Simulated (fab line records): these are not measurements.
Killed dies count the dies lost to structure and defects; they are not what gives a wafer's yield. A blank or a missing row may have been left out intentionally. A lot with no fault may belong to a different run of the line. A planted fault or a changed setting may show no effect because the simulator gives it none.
A lot that was struck, set against a sound lot || flow n5-finfet || 21 out of 1938 route steps
Sound: the wafers L227.1, L227.3, L227.4. Wafers L231.2, L231.4, L231.6 were the ones struck. The cause is named last.
Each step with rows lists, per side, the tool, then ch with its chambers, then its first start. Under that, the readings that differ: sound wafers || struck wafers || difference of the means || sigmas: that difference in standard deviations of wafers without a fault.
alike: readings with means less than 2 such deviations apart, plus words and numbers identical on both sides. not compared: withheld readings, readings lacking a value on some wafer, bounds such as >300 that could conceal the same value, and numbers that have no deviation in the record and whose values overlap.
A row with sigmas, a row that says differs or no value, or rows on one side alone: a step with any of these is where the two part. Numbers that don't overlap but have no deviation are shown without sigmas and don't part them. Lack of a reading on every wafer of one side parts them only where that side has two or more wafers.

N5_WELL_APT_RTA_34: time 10 s.
  sound on rtp-anneal-02 ch 0, day 3 21:40; struck on rtp-anneal-01 ch 0, day 4 21:41
{"reading": "lamp_zone_1_pct (%)", "sound": "12.913 12.952 12.976", "struck": "13.038 13.012 12.989", "difference": "+0.066", "sigmas": "+2"}
  alike: lamp-power-pct, lamp_zone_5_pct, wafer_temp_C_max
then, 4 steps without rows for these wafers: N5_WELL_APT_OXIDE_STRIP_42 (strips SiO2 in dHF, time 45 s, target depth 12 nm); N5_WELL_APT_PRECLEAN_36 (cleans in O3/DIW, time 45 s); N5_WELL_APT_PRECLEAN_39 (cleans in dHF, time 60 s); N5_WELL_APT_SRD_37 (time 30 s).
N5_WELL_APT_EPI_41: deposits Si from SiH4/H2, target thk 50 nm, time 297.7 s.
  sound on epi-rpcvd-01 ch 0, day 3 21:54; struck on epi-rpcvd-02 ch 0, day 4 22:00
  alike: chamber-pressure-Torr, throttle-valve-pct
N5_WELL_APT_INSPECT_38: inspects for defects (darkfield).
  struck on defect-inspect-02, day 4 22:32; sound on defect-inspect-01, day 3 22:44
  alike: raw-defect-count
N5_PMOS_HMC_CHANNEL_EPI_HM_DEP_34: deposits SiO2 from TEOS/O2, target thk 36 nm, time 6.9 s.
  sound on pecvd-01 ch 0,1,2, day 3 22:46; struck on pecvd-02 ch 0,2, day 4 22:34
  alike: chamber-pressure-Torr, heater-power-outer-w, heater-power-w, showerhead-plenum-p-Torr, throttle-valve-pct
then, 4 steps without rows for these wafers: N5_PMOS_HMC_CHANNEL_EPI_COAT_31 (time 60 s, resist thk 66 nm); N5_PMOS_HMC_CHANNEL_EPI_COAT_03 (resist thk 205 nm); N5_PMOS_HMC_CHANNEL_EPI_EBR_05; N5_PMOS_HMC_CHANNEL_EPI_SOFTBAKE_04 (time 60 s).
N5_PMOS_HMC_CHANNEL_EPI_EXPOSE_06: exposes mask PMOS HMC BLK, target cd 240 nm.
  sound on arfi-scanner-02 ch 0, day 3 23:03; struck on arfi-scanner-03 ch 0, day 4 22:44
{"reading": "exposure-dose-mJ-cm2", "sound": "41.03 40.96 41.03", "struck": "40.35 40.29 40.34", "difference": -0.68, "sigmas": -14}
  alike: mask
then, 2 steps without rows for these wafers: N5_PMOS_HMC_CHANNEL_EPI_PEB_07 (peb time 60 s); N5_PMOS_HMC_CHANNEL_EPI_DEVELOP_08 (develop time 30 s).
N5_PMOS_HMC_CHANNEL_EPI_CD_MEAS_09: the cd target is 237.4 nm.
  sound on cd-sem-01 ch 0, day 3 23:10; struck on cd-sem-03 ch 0, day 4 22:51
  alike: cd-nm
N5_PMOS_HMC_CHANNEL_EPI_OVL_MEAS_10:
  sound on overlay-02 ch 0, day 3 23:12; struck on overlay-01 ch 0, day 4 22:53
  alike: PMOS_HMC_BLK_OVL
N5_PMOS_HMC_CHANNEL_EPI_INSPECT_11: inspects for defects (macro).
  struck on defect-inspect-01, day 4 22:54; sound on defect-inspect-02, day 3 23:14
  alike: raw-defect-count
N5_PMOS_HMC_CHANNEL_EPI_DESCUM_14: chemistry O2, time 7.9 s.
  sound on rie-diel-03 ch 0,1,2, day 3 23:16; struck on rie-diel-01 ch 0,2,3, day 4 22:56
{"reading": "model.PMOS_HMC_CHANNEL_EPI.cd-nm (nm)", "sound": "237.4 237.4 237.1", "struck": "235.9 235.3 235.5", "difference": -1.7, "sigmas": ""}
  alike: drypump-motor-current-A, oes-product-au, rf-vpp-V, showerhead-plenum-p-Torr, throttle-valve-pct
  not compared: rf-hours-counter-h
N5_PMOS_HMC_CHANNEL_EPI_ETCH_32: etches BARC in N2/H2, stops on SiO2, target depth 85.8 nm, time 50.3 s.
  sound on rie-diel-03 ch 0,1,2, day 3 23:18; struck on rie-diel-01 ch 0,2,3, day 4 22:58
  alike: drypump-motor-current-A, n2-flow-sccm, oes-product-au, rf-vpp-V, showerhead-plenum-p-Torr, throttle-valve-pct
  not compared: rf-hours-counter-h
-- a jump in the record: the struck wafers' starts before and after are 6 days apart (it breaks off in module PMOS_HMC_CHANNEL_EPI and resumes in module BEOL_M4, where the first step shown is number 1111 of the route) --
N5_BEOL_M4_RC_MEAS_101:
  sound on prober-01 ch 0, day 10 08:14; struck on prober-02 ch 0, day 10 14:52
  alike: DIBL_N, DIBL_P, IOFF_N, IOFF_P, ION_N, ION_P, SS_N, SS_P, VT_N, VT_P

WHERE THEY PART
Earliest at N5_WELL_APT_RTA_34; latest, in this record, at N5_PMOS_HMC_CHANNEL_EPI_EXPOSE_06. Later steps at which nothing parts them and some readings are alike: N5_PMOS_HMC_CHANNEL_EPI_CD_MEAS_09, N5_PMOS_HMC_CHANNEL_EPI_OVL_MEAS_10, N5_PMOS_HMC_CHANNEL_EPI_INSPECT_11, N5_PMOS_HMC_CHANNEL_EPI_DESCUM_14, N5_PMOS_HMC_CHANNEL_EPI_ETCH_32, N5_BEOL_M4_RC_MEAS_101.

WHY: the cause the simulator had injected
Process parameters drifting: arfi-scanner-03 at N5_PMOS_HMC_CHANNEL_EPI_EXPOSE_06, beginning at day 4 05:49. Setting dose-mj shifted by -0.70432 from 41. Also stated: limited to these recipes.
